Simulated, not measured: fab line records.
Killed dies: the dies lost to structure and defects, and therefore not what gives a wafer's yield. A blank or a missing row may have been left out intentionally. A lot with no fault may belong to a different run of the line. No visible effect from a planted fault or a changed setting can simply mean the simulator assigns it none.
Chamber matching ; flow nand-harc ; NHARC_A_CHANNEL_FILL_D2_ALD_16 on ald-hk-03 has 4 sister chambers
The step deposits SiO2, target thk 1.5 nm, pulse time 10 s, ald cycles 15. 4 wafers are shown with their chamber, then 12 later ones without.

## WAFERS PAIRED WITH THEIR CHAMBERS
wafer;chamber;heater-power-w (W)
L091.4;1;494
L091.5;0;444
L092.5;2;426
L092.6;3;424

## WAFERS WHOSE CHAMBER IS MISSING
wafer;heater-power-w (W)
L093.1;494
L093.2;444
L093.5;434
L094.1;433
L094.2;414
L094.5;443
L095.1;431
L095.2;430
L095.5;439
L097.1;444
L097.3;419
L097.6;429

## WHICH CHAMBER EACH WENT THROUGH
wafer;from the rows above;in truth
L093.1;1;1
L093.2;0;0
L093.5;can't be placed: 2 or 0 or 3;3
L094.1;can't be placed: 2 or 3 or 0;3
L094.2;can't be placed: 3 or 2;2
L094.5;0;0
L095.1;can't be placed: 2 or 3 or 0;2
L095.2;can't be placed: 2 or 3 or 0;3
L095.5;can't be placed: 0 or 2 or 3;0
L097.1;0;0
L097.3;can't be placed: 3 or 2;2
L097.6;can't be placed: 2 or 3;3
Placed correctly: 4 of 12. From these rows, 8 cannot be placed; in 8 the true chamber is one of the candidates. Wrongly placed: 0.
How it was worked out, from the rows above alone: a wafer's distance from a chamber is the root of the sum, over the readings, of the square of ((its reading less the chamber's mean) divided by the reading's scatter). If the next closest chamber is less than 2 further off than the closest, the wafer can't be placed; otherwise it belongs to the closest. The mean given for a chamber averages the wafers shown for that chamber. The scatter: with one shown wafer a chamber, the root of the mean of the squares of how far each hidden wafer lies from its nearest shown one.
